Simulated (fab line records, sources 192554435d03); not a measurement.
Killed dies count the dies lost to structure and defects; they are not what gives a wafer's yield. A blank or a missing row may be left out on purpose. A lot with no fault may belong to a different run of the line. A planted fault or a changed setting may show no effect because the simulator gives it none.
A struck lot beside a sound one	flow n5-finfet	14 steps out of a route of 1938
Sound: the wafers L855.1, L855.5, L855.6. Wafers L864.1, L864.3, L864.5 were the ones struck. At the end, the cause is stated.
Per side, at each step with rows, come the tool, then ch with its chambers, and then its first start. Under that, the readings that differ: sound wafers	struck wafers	difference of the means	sigmas: that difference in standard deviations of wafers without a fault.
alike: words and numbers the same on both sides, and readings whose means are apart by under 2 such deviations; not compared: readings that were withheld, readings missing a value for some wafer, numbers with overlapping values and no deviation given by the record, and bounds like >300 which may hide the same value.
Wherever a step has rows on one side only, a row that says differs or no value, or a row with sigmas, the two part there. Numbers that don't overlap but have no deviation are shown without sigmas and don't part them. Lack of a reading on every wafer of one side parts them only where that side has two or more wafers.

first, 3 steps without rows for these wafers: N5_BEOL_M0_ANNEAL_135 (time 60 s); N5_BEOL_M0_SPUTTER_141 (material Cu, target thk 4 nm, time 7.37 s); N5_BEOL_M0_ECD_118 (material Cu, target thk 300 nm).
N5_BEOL_M0_ANNEAL_119: time 90 s.
  sound on rtp-anneal-02 ch 0, day 6 19:37; struck on rtp-anneal-01 ch 0, day 9 07:28
  alike: wafer_temp_C_max
N5_BEOL_M0_CMP_120: polishes, stops on SiOC, t overpolish 6.9 s.
  sound on cmp-01 ch 2,3, day 6 20:15; struck on cmp-03 ch 1,2,3, day 9 07:47
  alike: barrier-field-endpoint-s, motor-current-A, overpolish-run-s, time-to-endpoint-s
N5_BEOL_M0_PRE_CLEAN_131: time 15 s.
  sound on cvd-co-02 ch 0,1, day 6 20:35; struck on cvd-co-02 ch 0,1,2, day 9 08:07
  alike: heater-power-w
N5_BEOL_M0_CO_CAP_123: material Co, precursor CCTBA/H2, target thk 2 nm, time 102.1 s.
  sound on cvd-co-02 ch 0,1, day 6 20:37; struck on cvd-co-02 ch 0,1,2, day 9 08:10
  alike: heater-power-w
then, 1 step without rows for these wafers: N5_BEOL_M0_PRE_CLEAN_124 (time 15 s).
N5_BEOL_M0_DEP_125: deposits SiCN from 3MS/NH3, target thk 8 nm, time 14 s.
  sound on pecvd-03 ch 1,2, day 6 20:44; struck on pecvd-03 ch 1,2, day 9 08:16
  alike: showerhead-plenum-p-Torr, throttle-valve-pct
N5_BEOL_M0_RS_MEAS_126: measures by four-point-probe.
  sound on film-metro-01 at day 6 20:49; struck on film-metro-02 at day 9 08:20
  alike: M0_RS
N5_BEOL_M0_INSPECT_127: inspects for defects (darkfield).
  sound on defect-inspect-01 at day 6 20:50; struck on defect-inspect-01 at day 9 08:22
  alike: raw-defect-count
N5_BEOL_M1_ILD_DEP_00: deposits SiOC from DEMS/O2, target thk 79 nm, time 15.3 s.
  sound on pecvd-03 ch 1,2, day 6 20:52; struck on pecvd-01 ch 0,1,2, day 9 08:24
reading	sound	struck	difference	sigmas
susceptor-temp-C (C)	349.86 349.65 349.85	352.34 352.10 351.95	+2.34	+12
  alike: heater-power-w, showerhead-plenum-p-Torr, throttle-valve-pct
N5_BEOL_M1_THK_MEAS_01:
  sound on film-metro-01 at day 6 20:56; struck on film-metro-02 at day 9 08:28
reading	sound	struck	difference	sigmas
M1_ILD_THK (nm)	78.9 79.6 80.7	76.7 76.9 79.2	-2.1	-2
-- the record jumps here: 2 days lie between the struck wafers' starts before and after (it left off in module BEOL_M1 and takes up again in module BEOL_M4, whose first step shown is number 1111 of the route) --
N5_BEOL_M4_RC_MEAS_101:
  sound on prober-01 ch 0, day 8 20:00; struck on prober-02 ch 0, day 11 10:38
reading	sound	struck	difference	sigmas
ION_P (uA/um)	472 469 480	460 453 453	-18	-2
VT_P (mV)	-245 -244 -240	-250 -253 -254	-9	-3
  alike: DIBL_N, DIBL_P, IOFF_N, IOFF_P, ION_N, SS_N, SS_P, VT_N

## WHERE THEY PART
First at N5_BEOL_M1_ILD_DEP_00; last, within this record, at N5_BEOL_M4_RC_MEAS_101.

WHY: whatever the simulator had introduced
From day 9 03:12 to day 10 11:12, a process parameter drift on pecvd-01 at N5_BEOL_M1_ILD_DEP_00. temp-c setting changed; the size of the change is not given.
